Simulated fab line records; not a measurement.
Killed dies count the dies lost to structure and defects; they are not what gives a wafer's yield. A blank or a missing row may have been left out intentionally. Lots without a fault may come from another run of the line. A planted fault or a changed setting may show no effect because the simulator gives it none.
Chamber matching | flow nand-harc | NHARC_A_SLIT_DEP_25 on pecvd-03: 3 sister chambers
The step deposits SiO2, target thk 200 nm. 6 wafers are shown with their chamber, then 9 later ones without.

## WAFERS, EACH WITH ITS CHAMBER
wafer  | chamber | heater-power-w (W) | throttle-valve-pct (%)
L086.1 | 2       | 498                | 15.9
L086.3 | 0       | 657                | 16.2
L086.4 | 1       | 674                | 16.2
L087.2 | 0       | 633                | 16.5
L087.4 | 1       | 593                | 15.9
L087.6 | 2       | 483                | 16.2

## WAFERS WHOSE CHAMBER IS MISSING
wafer  | heater-power-w (W) | throttle-valve-pct (%)
L090.1 | 634                | 16.6
L090.4 | 640                | 16.0
L090.5 | 647                | 16.6
L091.1 | 456                | 16.0
L091.4 | 510                | 16.6
L091.5 | 621                | 15.7
L097.3 | 559                | 16.4
L097.4 | 671                | 15.8
L097.6 | 426                | 16.1

## EACH ONE'S CHAMBER
wafer  | from the rows above          | in truth
L090.1 | can't be placed: 0 or 1      | 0
L090.4 | can't be placed: 1 or 0      | 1
L090.5 | can't be placed: 0 or 1      | 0
L091.1 | 2                            | 2
L091.4 | can't be placed: 2 or 0 or 1 | 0
L091.5 | can't be placed: 1 or 0      | 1
L097.3 | can't be placed: 0 or 2 or 1 | 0
L097.4 | can't be placed: 1 or 0      | 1
L097.6 | 2                            | 2
2 of 9 placed correctly. Can't be placed from these rows: 7 (the true chamber is among the candidates in 7). Wrongly placed: 0.
How it was worked out, from the rows above alone: a wafer's distance from a chamber is the root of the sum, over the readings, of the square of ((its reading less the chamber's mean) divided by the reading's scatter). The wafer belongs to the nearest chamber; if the next one is less than 2 further off, it can't be placed. Each chamber's mean is taken over the wafers shown for it. How the scatter is found: for the shown wafers, subtract from each reading the mean of its chamber, square and add these, divide the total by (wafers less chambers), then take the root.
